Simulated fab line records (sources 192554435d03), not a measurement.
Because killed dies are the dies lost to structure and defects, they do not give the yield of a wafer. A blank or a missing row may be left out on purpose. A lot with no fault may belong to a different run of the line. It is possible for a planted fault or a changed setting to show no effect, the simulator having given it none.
Split-lot study -- flow n5_finfet -- on a route of 1938 steps: 7 lots, 21 wafers read

ON THE SPLIT
At N5_WELL_APT_PEB_23 (peb time 90 s), the setting peb_temp_c was moved away from the recipe's 130 C on 6 of the 21 wafers read, by -2.8% to +2.0%. For the rest of the wafers, this setting stayed at what the recipe calls for.

FROM THE SPLIT TO THE READING: what the file shows between them, 2 steps
- N5_WELL_APT_DEVELOP_24: develop time 45 s
- N5_WELL_APT_HARDBAKE_29: time 120 s

THE READING
Shown in nm: cd_nm at N5_WELL_APT_CD_MEAS_25, with target cd 200 nm. Fault-free wafers of this fab line usually give 200.3 nm, standard deviation 1.4 nm.

wafer,"tool, chamber at the split","peb_temp_c as run, C",against the recipe,"cd_nm, nm",against lot-mates on the recipe
L075.1,"litho_track-02, 0",130,recipe,201.7,-
L075.2,"litho_track-02, 0",130,recipe,195.7,-
L075.6,"litho_track-02, 0",132.6,+2.0%,207.7,+9.0
L076.1,"litho_track-02, 0",126.3,-2.8%,168.8,-27.6
L076.3,"litho_track-02, 0",130,recipe,192.8,-
L076.5,"litho_track-02, 0",130,recipe,199.9,-
L080.2,"litho_track-02, 0",127.1,-2.2%,183.3,-21.3
L080.3,"litho_track-02, 0",130,recipe,199.8,-
L080.4,"litho_track-02, 0",130,recipe,209.5,-
L083.3,"litho_track-03, 0",127.3,-2.1%,182.9,-18.5
L083.4,"litho_track-03, 0",130,recipe,201.4,-
L083.5,"litho_track-03, 0",127.3,-2.1%,197.2,-4.2
L084.1,"litho_track-02, 0",130,recipe,195.5,-
L084.2,"litho_track-02, 0",130,recipe,193.4,-
L084.5,"litho_track-02, 0",128.3,-1.3%,190.4,-4.0
L092.3,"litho_track-04, 0",130,recipe,198.7,-
L092.4,"litho_track-04, 0",130,recipe,198.5,-
L092.5,"litho_track-04, 0",130,recipe,200.8,-
L094.1,"litho_track-03, 0",130,recipe,202.7,-
L094.4,"litho_track-03, 0",130,recipe,200.9,-
L094.5,"litho_track-03, 0",130,recipe,200.7,-

FIT RESULTS
A straight line over all 21 wafers: cd_nm changes by +6.84 nm for each +1% of peb_temp_c; r = +0.82; the points scatter about the line by 5.3 nm.
The same after taking each lot's own level away (the mean of its wafers on the recipe; 21 wafers): +7.07 nm for each +1%; r = +0.88; scatter 4.4 nm.
On that fit, the largest move of peb_temp_c shifts the reading by 20 nm.
Across the lots, their own levels run from 194.45 to 204.65 nm, a range of 7.3 times the standard deviation given above.
So the lot-to-lot level changes the slope little: the two slopes agree.
Check: -17.4 nm against its lot-mates is what the line predicts for one of the wafers moved furthest among these (-2.8%) when that wafer is left out of the fit. It came out at -27.6 nm against them.

OTHER SPLITS ON THESE WAFERS
Before the reading, these wafers also passed through other splits. Each is held against what the fit with the lots' levels taken away leaves over:
other split on the same wafers,wafers away from the commonest value,r with cd_nm (lot level and that fit taken away)
N5_ZERO_LAYER_PECVD_02 time_s,5,-0.19
N5_ZERO_LAYER_COAT_05 spin_rpm,8,-0.17
N5_WELL_APT_EXPOSE_22 dose_mj,8,+0.74

THE WHOLE CHAIN: every reading that the file lists as answering this split, in the file's order
step,what it does,reading,change (the file's fit),r (the file's)
N5_WELL_APT_CD_MEAS_25,target cd 200 nm,cd_nm,+7.48 nm for each +1% of the setting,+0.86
N5_WELL_APT_DESCUM_30,"chemistry O2, time 7.9 s","WELL_APT.cd_nm (the simulator's own value, which no gauge read)",+7.4 nm for each +1% of the setting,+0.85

THE FILE'S OWN FIT
cd_nm changes by +7.48 nm for each +1% of peb_temp_c, r = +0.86.
